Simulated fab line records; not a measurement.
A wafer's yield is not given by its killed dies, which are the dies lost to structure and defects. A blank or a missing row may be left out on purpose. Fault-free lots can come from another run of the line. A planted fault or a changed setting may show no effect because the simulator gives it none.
Chamber matching | flow nand_harc | NHARC_P_M1_STRIP_18 on rie_diel-11 has 4 sister chambers
The step strips in N2/H2. 8 wafers are shown with their chamber, then 9 later ones without.

## WAFERS WITH THEIR CHAMBER
wafer  | chamber | drypump_motor_current_A (A) | rf_vpp_V (V)
L287.3 | 1       | 5.0                         | 90.9
L287.6 | 2       | 6.3                         | 90.2
L286.1 | 3       | 5.8                         | 91.3
L286.3 | 0       | 5.9                         | 92.0
L286.6 | 2       | 6.4                         | 89.6
L293.1 | 1       | 5.0                         | 91.2
L293.2 | 0       | 6.0                         | 91.8
L293.4 | 3       | 5.8                         | 91.6

## WAFERS WITH NO CHAMBER GIVEN
wafer  | drypump_motor_current_A (A) | rf_vpp_V (V)
L296.1 | 6.3                         | 89.3
L296.4 | 6.0                         | 91.4
L296.5 | 6.0                         | 91.1
L300.1 | 5.8                         | 91.2
L300.3 | 6.0                         | 89.9
L300.4 | 5.0                         | 92.1
L303.2 | 6.3                         | 90.5
L303.5 | 5.0                         | 91.2
L303.6 | 6.3                         | 89.4

## WHICH CHAMBER EACH WENT THROUGH
wafer  | from the rows above          | in truth
L296.1 | 2                            | 2
L296.4 | can't be placed: 0 or 3      | 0
L296.5 | can't be placed: 0 or 3      | 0
L300.1 | 3                            | 3
L300.3 | can't be placed: 2 or 3 or 0 | 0
L300.4 | 1                            | 1
L303.2 | 2                            | 2
L303.5 | 1                            | 1
L303.6 | 2                            | 2
6 of 9 placed correctly. These rows do not allow placing 3 (true chamber among the candidates in 3). 0 placed wrongly.
How it was worked out, from the rows above alone: a wafer's distance from a chamber is the root of the sum, over the readings, of the square of ((its reading less the chamber's mean) divided by the reading's scatter). If the next closest chamber is less than 2 further off than the closest, the wafer can't be placed; otherwise it belongs to the closest. For every chamber, the mean is computed from those of its wafers that are shown. The scatter: take each reading less its chamber's mean, square it, sum over the shown wafers, divide by the number of wafers less the number of chambers, and take the root.
